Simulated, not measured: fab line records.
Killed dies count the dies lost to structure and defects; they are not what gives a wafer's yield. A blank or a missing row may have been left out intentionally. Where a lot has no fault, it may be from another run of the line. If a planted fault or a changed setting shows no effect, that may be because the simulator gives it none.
The tool behind it: which one? + flow n5_finfet + 24 lots, 72 wafers sampled, at 2 steps of a route of 1938

## WHAT THE GAUGES SHOWED, per wafer
N5_BEOL_M1_INSPECT_59: inspects for defects (darkfield).
| lot  | measured     | on                | raw_defect_count |
|------|--------------|-------------------|------------------|
| L075 | day 7 06:57  | defect_inspect-01 | 62 52 69         |
| L074 | day 7 07:38  | defect_inspect-01 | 78 64 105        |
| L076 | day 7 09:44  | defect_inspect-01 | 73 71 72         |
| L077 | day 7 12:40  | defect_inspect-02 | 62 59 46         |
| L078 | day 7 13:19  | defect_inspect-02 | 99 54 55         |
| L079 | day 7 18:37  | defect_inspect-02 | 126 103 93       |
| L080 | day 8 07:20  | defect_inspect-01 | 66 66 98         |
| L081 | day 8 12:55  | defect_inspect-01 | 68 75 68         |
| L082 | day 8 18:51  | defect_inspect-01 | 76 121 100       |
| L083 | day 9 01:19  | defect_inspect-02 | 54 59 49         |
| L084 | day 9 08:46  | defect_inspect-02 | 48 55 41         |
| L085 | day 9 18:24  | defect_inspect-02 | 91 135 152       |
| L087 | day 9 20:56  | defect_inspect-02 | 154 126 75       |
| L086 | day 9 21:35  | defect_inspect-02 | 68 83 72         |
| L088 | day 10 00:36 | defect_inspect-02 | 66 67 47         |
| L089 | day 10 04:58 | defect_inspect-01 | 78 58 92         |
| L090 | day 10 11:07 | defect_inspect-01 | 54 55 81         |
| L092 | day 10 18:46 | defect_inspect-02 | 87 116 93        |
| L091 | day 10 22:20 | defect_inspect-01 | 103 99 87        |
| L093 | day 11 04:17 | defect_inspect-01 | 73 111 44        |
| L094 | day 11 11:07 | defect_inspect-01 | 96 104 95        |
| L095 | day 11 16:00 | defect_inspect-01 | 53 70 70         |
| L096 | day 12 05:22 | defect_inspect-02 | 117 62 92        |
| L097 | day 12 11:46 | defect_inspect-02 | 149 165 143      |

## WHICH TOOL RAN EACH LOT (tool, then ch and the chambers of the sampled wafers, then the start)
| lot  | N5_BEOL_M1_ANNEAL_89         |
|------|------------------------------|
| L075 | pvd_sputter-01, day 7 05:04  |
| L074 | pvd_sputter-03, day 7 05:46  |
| L076 | pvd_sputter-01, day 7 07:50  |
| L077 | pvd_sputter-03, day 7 10:48  |
| L078 | pvd_sputter-02, day 7 11:29  |
| L079 | pvd_sputter-01, day 7 16:42  |
| L080 | pvd_sputter-02, day 8 05:20  |
| L081 | pvd_sputter-03, day 8 08:38  |
| L082 | pvd_sputter-03, day 8 16:58  |
| L083 | pvd_sputter-03, day 8 23:26  |
| L084 | pvd_sputter-01, day 9 06:52  |
| L085 | pvd_sputter-03, day 9 16:29  |
| L087 | pvd_sputter-01, day 9 19:03  |
| L086 | pvd_sputter-03, day 9 19:41  |
| L088 | pvd_sputter-03, day 9 22:43  |
| L089 | pvd_sputter-01, day 10 03:03 |
| L090 | pvd_sputter-01, day 10 09:11 |
| L092 | pvd_sputter-03, day 10 16:54 |
| L091 | pvd_sputter-02, day 10 20:20 |
| L093 | pvd_sputter-01, day 11 02:23 |
| L094 | pvd_sputter-01, day 11 09:11 |
| L095 | pvd_sputter-01, day 11 14:07 |
| L096 | pvd_sputter-03, day 12 03:30 |
| L097 | pvd_sputter-03, day 12 09:54 |
- N5_BEOL_M1_ANNEAL_89: time 240 s.

## WHAT THE TOOLS THEMSELVES READ (means of the sampled wafers that have a number; where no wafer has one, the mark that the record gives instead)
N5_BEOL_M1_ANNEAL_89.
| lot  | tool           | heater_power_w (W) |
|------|----------------|--------------------|
| L075 | pvd_sputter-01 | 774                |
| L074 | pvd_sputter-03 | 949                |
| L076 | pvd_sputter-01 | 824                |
| L077 | pvd_sputter-03 | 906                |
| L078 | pvd_sputter-02 | 842                |
| L079 | pvd_sputter-01 | 786                |
| L080 | pvd_sputter-02 | 860                |
| L081 | pvd_sputter-03 | 960                |
| L082 | pvd_sputter-03 | 902                |
| L083 | pvd_sputter-03 | 940                |
| L084 | pvd_sputter-01 | 784                |
| L085 | pvd_sputter-03 | 806                |
| L087 | pvd_sputter-01 | 736                |
| L086 | pvd_sputter-03 | 867                |
| L088 | pvd_sputter-03 | 951                |
| L089 | pvd_sputter-01 | 785                |
| L090 | pvd_sputter-01 | 734                |
| L092 | pvd_sputter-03 | 907                |
| L091 | pvd_sputter-02 | 832                |
| L093 | pvd_sputter-01 | 796                |
| L094 | pvd_sputter-01 | 829                |
| L095 | pvd_sputter-01 | 779                |
| L096 | pvd_sputter-03 | 876                |
| L097 | pvd_sputter-03 | 844                |

## THE ANSWER, worked out from the rows above alone
Rule: the lots themselves supply what counts as usual. Put in order of their means at a reading, lots are off if they are a third of the lots or fewer, leave a main group of 4 or more, and stand apart from it by a gap of 3 or more times the standard deviation of the main group's means; of several such gaps the widest counts. A main group is skipped when, at the precision printed for the reading in the tables above, its means are all equal. Also off: a lot with no number at a reading for which 4 or more lots have one. All remaining lots with rows at the step are treated as sound. The gauges are gone through in route order, then the tools' own readings, and for those a lot's mean is taken as printed above. At the first step where some lot is off, the reading lying furthest off is the one used; lots without a number count as furthest.
No lot is off at any reading shown: from this, nothing can be told.

## WHAT THE SIMULATOR HAD INSERTED
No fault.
